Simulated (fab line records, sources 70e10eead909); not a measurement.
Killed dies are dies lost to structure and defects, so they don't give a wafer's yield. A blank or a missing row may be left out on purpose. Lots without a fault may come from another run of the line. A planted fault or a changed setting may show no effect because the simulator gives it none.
Which tool did it? | flow nand_harc | 6 lots, 18 wafers sampled, at 3 steps of a route of 1302

WHAT THE GAUGES READ, wafer by wafer
NHARC_A_DECK1_JOINT_INSPECT_05.
lot  | measured     | on                | raw_defect_count
L955 | day 13 08:49 | defect_inspect-02 | 276 431 287
L966 | day 18 11:22 | defect_inspect-01 | 436 501 338
L969 | day 19 08:26 | defect_inspect-02 | 205 286 199
L973 | day 20 07:08 | defect_inspect-01 | 467 333 268
L974 | day 21 09:50 | defect_inspect-01 | 303 753 508
L976 | day 22 09:01 | defect_inspect-02 | 393 397 328

WHICH TOOL RAN EACH LOT (tool, then ch and the chambers of the sampled wafers, then the start)
lot  | NHARC_A_DECK1_JOINT_CMP_02    | NHARC_A_DECK1_JOINT_DEP_16
L955 | cmp-02 ch 0,2,3, day 13 08:06 | pecvd-03 ch 0,1,2, day 13 08:29
L966 | cmp-03 ch 2,3, day 18 10:40   | pecvd-04 ch 1,2, day 18 11:04
L969 | cmp-03 ch 0,2, day 19 07:45   | pecvd-01 ch 0,1, day 19 08:08
L973 | cmp-04 ch 0,1,2, day 20 06:25 | pecvd-01 ch 0,1,2, day 20 06:49
L974 | cmp-03 ch 0,1, day 21 09:08   | pecvd-01 ch 0,1,2, day 21 09:37
L976 | cmp-03 ch 0,2, day 22 08:13   | pecvd-04 ch 1,2, day 22 08:44
- NHARC_A_DECK1_JOINT_CMP_02: polishes SiOx.
- NHARC_A_DECK1_JOINT_DEP_16: deposits SiO2, target thk 45 nm.

THE ANSWER, worked out from the rows above alone
Rule: what is usual is taken from the lots themselves. Put in order of their means at a reading, lots are off if they are a third of the lots or fewer, leave a main group of 4 or more, and stand apart from it by a gap of 3 or more times the standard deviation of the main group's means; of several such gaps the widest counts. A main group whose means are all the same, to the digits that the tables above print for the reading, isn't used. A lot without any number at a reading at which 4 lots or more have one is off too. The other lots that the step has rows for count as sound.
No lot is off at any reading shown: from this, nothing can be told.

WHAT THE SIMULATOR HAD PUT IN
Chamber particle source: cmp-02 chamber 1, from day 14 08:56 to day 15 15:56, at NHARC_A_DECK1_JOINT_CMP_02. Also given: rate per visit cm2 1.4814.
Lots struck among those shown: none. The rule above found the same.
